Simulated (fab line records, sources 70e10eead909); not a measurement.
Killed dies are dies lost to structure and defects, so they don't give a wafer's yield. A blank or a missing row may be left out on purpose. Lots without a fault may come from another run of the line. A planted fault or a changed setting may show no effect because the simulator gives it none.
Chamber matching | flow nand_harc | NHARC_A_STAIRCASE_DEP_325 on pecvd-01: 3 sister chambers
The step deposits SiO2, target thk 7200 nm. 16 wafers are shown with their chamber, then 8 later ones without.

WAFERS WITH THEIR CHAMBER
wafer  | chamber | heater_power_w (W)
L078.1 | 0       | 908
L078.4 | 2       | 572
L078.6 | 1       | 679
L083.2 | 1       | 713
L083.3 | 2       | 593
L083.4 | 0       | 794
L084.1 | 2       | 563
L084.3 | 1       | 660
L084.5 | 0       | 763
L085.2 | 2       | 650
L085.3 | 1       | 730
L085.6 | 2       | 541
L087.2 | 0       | 916
L087.4 | 1       | 644
L087.5 | 2       | 537
L089.1 | 0       | 775

SIGNATURES (means of the wafers above)
reading        | chamber 0 | chamber 1 | chamber 2 | scatter within a chamber
heater_power_w | 831.20    | 685.20    | 576.00    | 52.7
Rule: a wafer's distance from a chamber is the root of the sum, over the readings, of the square of ((its reading less the chamber's mean) divided by the reading's scatter). The wafer belongs to the nearest chamber; if the next one is less than 2 further off, it can't be placed. The scatter: the root of (the sum of the squares of (reading less its chamber's mean) over the shown wafers, divided by (wafers less chambers)).

WAFERS WITHOUT THEIR CHAMBER
wafer  | heater_power_w (W)
L089.2 | 597
L089.3 | 706
L092.1 | 931
L092.3 | 723
L092.6 | 635
L093.3 | 852
L093.5 | 772
L093.6 | 558

WHICH CHAMBER EACH WENT THROUGH
wafer  | from the rows above     | in truth
L089.2 | can't be placed: 2 or 1 | 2
L089.3 | can't be placed: 1 or 0 | 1
L092.1 | 0                       | 0
L092.3 | can't be placed: 1 or 0 | 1
L092.6 | can't be placed: 1 or 2 | 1
L093.3 | 0                       | 0
L093.5 | can't be placed: 0 or 1 | 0
L093.6 | 2                       | 2
Placed correctly: 3 of 8. Can't be placed from these rows: 5 (the true chamber is among the candidates in 5). Placed wrongly: 0.
